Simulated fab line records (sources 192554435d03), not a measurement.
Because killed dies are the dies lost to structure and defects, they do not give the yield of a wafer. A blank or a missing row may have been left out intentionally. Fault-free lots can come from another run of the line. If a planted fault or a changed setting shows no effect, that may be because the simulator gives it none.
Split-lot trial    flow n5-finfet    7 lots, 21 wafers read, on a route of 1938 steps

## THE SPLIT ITSELF
At N5_HKMG_FIN_COAT_29 (time 60 s, resist thk 300 nm), the setting spin-rpm was moved away from the recipe's 1500 rpm on 12 of the 21 wafers read, by -4.3% to +10.1%. All remaining wafers had this setting at the recipe value.

The split's own step is where the reading is taken.

## THE READING
SOC_of_HKMG_FIN_COAT_29.thk-nm (the simulator's own value, which no gauge read), in nm, at N5_HKMG_FIN_COAT_29 (time 60 s, resist thk 300 nm). There is no usual value for it anywhere in the file. The 9 wafers here that ran the recipe average 300.0 nm, standard deviation 1.3 nm.

wafer   tool, chamber at the split  spin-rpm as run, rpm  against the recipe  SOC_of_HKMG_FIN_COAT_29.thk-nm, nm  against lot-mates on the recipe
L080.1  litho-track-04, 0           1500                  recipe              300.2                               -
L080.4  litho-track-04, 0           1500                  recipe              300.2                               -
L080.5  litho-track-04, 0           1500                  recipe              299.8                               -
L083.1  litho-track-02, 0           1621                  +8.1%               289.2                               -12.0
L083.4  litho-track-02, 0           1500                  recipe              300.8                               -
L083.5  litho-track-02, 0           1500                  recipe              301.6                               -
L085.3  litho-track-04, 0           1500                  recipe              297.8                               -
L085.5  litho-track-04, 0           1440                  -4.0%               303.6                               +5.9
L085.6  litho-track-04, 0           1500                  recipe              297.6                               -
L087.1  litho-track-03, 0           1637                  +9.1%               287.6                               -13.6
L087.2  litho-track-03, 0           1637                  +9.1%               287.8                               -13.4
L087.6  litho-track-03, 0           1500                  recipe              301.2                               -
L088.1  litho-track-04, 0           1436                  -4.3%               306.2                               no lot-mate on the recipe
L088.2  litho-track-04, 0           1436                  -4.3%               305.8                               no lot-mate on the recipe
L088.6  litho-track-04, 0           1436                  -4.3%               306.6                               no lot-mate on the recipe
L095.1  litho-track-04, 0           1553                  +3.5%               295.8                               no lot-mate on the recipe
L095.4  litho-track-04, 0           1553                  +3.5%               295.8                               no lot-mate on the recipe
L095.3  litho-track-04, 0           1553                  +3.5%               296                                 no lot-mate on the recipe
L096.3  litho-track-02, 0           1652                  +10.1%              287.2                               -13.4
L096.5  litho-track-02, 0           1652                  +10.1%              285.6                               -15.0
L096.6  litho-track-02, 0           1500                  recipe              300.6                               -

THE FIT
A straight line over all 21 wafers: SOC_of_HKMG_FIN_COAT_29.thk-nm changes by -1.33 nm for each +1% of spin-rpm; r = -0.99; the points scatter about the line by 1.1 nm.
The same after taking each lot's own level away (the mean of its wafers on the recipe; 15 wafers): -1.44 nm for each +1%; r = -1.00; scatter 0.43 nm.
The reading moves by 15 nm for the largest change in spin-rpm, on that fit.
The span of the lots' own levels, 297.70 to 301.20 nm, comes to 2.6 times the standard deviation stated above.
The two slopes are in agreement: the lot-to-lot level therefore moves the slope only a little.
Check: for one of the wafers moved furthest among these (+10.1%), held out of the fit, the line's prediction against its lot-mates is -15 nm. It came out at -13.4 nm against them.

## OTHER SPLITS ON THESE WAFERS
These wafers also went through other splits before the reading. Each is held against what the fit with the lots' levels taken away leaves over:
other split on the same wafers  wafers away from the commonest value  r with SOC_of_HKMG_FIN_COAT_29.thk-nm (lot level and that fit taken away)
N5_HKMG_FIN_ETCH_54 bias-w      6                                     -0.09
N5_HKMG_FIN_ETCH_55 time-s      5                                     +0.37

## THE FILE'S OWN FIT
SOC_of_HKMG_FIN_COAT_29.thk-nm changes by -1.45 nm for each +1% of spin-rpm, r = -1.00.
